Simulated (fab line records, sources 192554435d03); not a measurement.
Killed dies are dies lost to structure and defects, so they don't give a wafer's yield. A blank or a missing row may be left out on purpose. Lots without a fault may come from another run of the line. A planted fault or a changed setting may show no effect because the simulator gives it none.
Which tool did it? | flow n5_finfet | 12 lots, 36 wafers sampled, at 3 steps of a route of 1938

WHAT THE GAUGES READ, wafer by wafer
N5_SDB_OVL_MEAS_12.
lot  | measured    | on         | SDB_OVL (nm)
L075 | day 4 03:47 | overlay-02 | 1.4 0.0 -1.2
L077 | day 4 11:35 | overlay-01 | -1.0 0.5 0.1
L079 | day 4 23:50 | overlay-01 | -0.6 -1.7 -1.0
L081 | day 5 11:27 | overlay-01 | -0.7 -0.8 0.6
L083 | day 6 04:32 | overlay-02 | -1.7 -0.6 -1.0
L085 | day 6 13:49 | overlay-01 | -0.5 0.5 -0.6
L087 | day 7 01:04 | overlay-01 | -0.4 1.1 -0.2
L089 | day 7 11:55 | overlay-01 | -0.7 -0.5 -0.7
L091 | day 7 22:51 | overlay-02 | 1.2 0.9 0.1
L093 | day 8 10:53 | overlay-02 | 0.3 0.8 -0.5
L095 | day 9 00:57 | overlay-02 | 1.0 1.9 2.1
L097 | day 9 17:05 | overlay-01 | 0.5 0.3 -0.8

WHICH TOOL RAN EACH LOT (tool, then ch and the chambers of the sampled wafers, then the start)
lot  | N5_ILD0_LINER_00                 | N5_ILD0_ALD_15
L075 | ald_sin-03 ch 1,2,3, day 3 21:02 | ald_sin-02 ch 0,1,3, day 4 00:45
L077 | ald_sin-02 ch 1,2,3, day 4 04:58 | ald_sin-02 ch 2,3, day 4 08:40
L079 | ald_sin-01 ch 1,2,3, day 4 16:48 | ald_sin-01 ch 0,2,3, day 4 20:48
L081 | ald_sin-03 ch 0,1,2, day 5 04:43 | ald_sin-01 ch 0,1,2, day 5 08:25
L083 | ald_sin-01 ch 0,1,2, day 5 21:44 | ald_sin-02 ch 0,1,2, day 6 01:26
L085 | ald_sin-03 ch 1,2, day 6 06:52   | ald_sin-02 ch 0,2,3, day 6 10:46
L087 | ald_sin-02 ch 1,2,3, day 6 18:19 | ald_sin-02 ch 0,3, day 6 22:01
L089 | ald_sin-03 ch 0,1,3, day 7 05:07 | ald_sin-01 ch 1,2,3, day 7 08:50
L091 | ald_sin-02 ch 0,2,3, day 7 16:14 | ald_sin-03 ch 0,1,2, day 7 19:56
L093 | ald_sin-01 ch 0,1,2, day 8 03:53 | ald_sin-03 ch 2,3, day 8 07:50
L095 | ald_sin-03 ch 0,1,3, day 8 18:07 | ald_sin-03 ch 1,2,3, day 8 21:50
L097 | ald_sin-03 ch 0,1,2, day 9 10:18 | ald_sin-03 ch 0,1,3, day 9 14:01
- N5_ILD0_LINER_00: material SiNx, target thk 4 nm, pulse time 1 s, purge time 2 s.
- N5_ILD0_ALD_15: deposits SiNx, target thk 24 nm, pulse time 1 s, ald cycles 480.

THE ANSWER, worked out from the rows above alone
Rule: what is usual is taken from the lots themselves. Put in order of their means at a reading, lots are off if they are a third of the lots or fewer, leave a main group of 4 or more, and stand apart from it by a gap of 3 or more times the standard deviation of the main group's means; of several such gaps the widest counts. A main group whose means are all the same, to the digits that the tables above print for the reading, isn't used. A lot without any number at a reading at which 4 lots or more have one is off too. The other lots that the step has rows for count as sound.
No lot is off at any reading shown: from this, nothing can be told.

WHAT THE SIMULATOR HAD PUT IN
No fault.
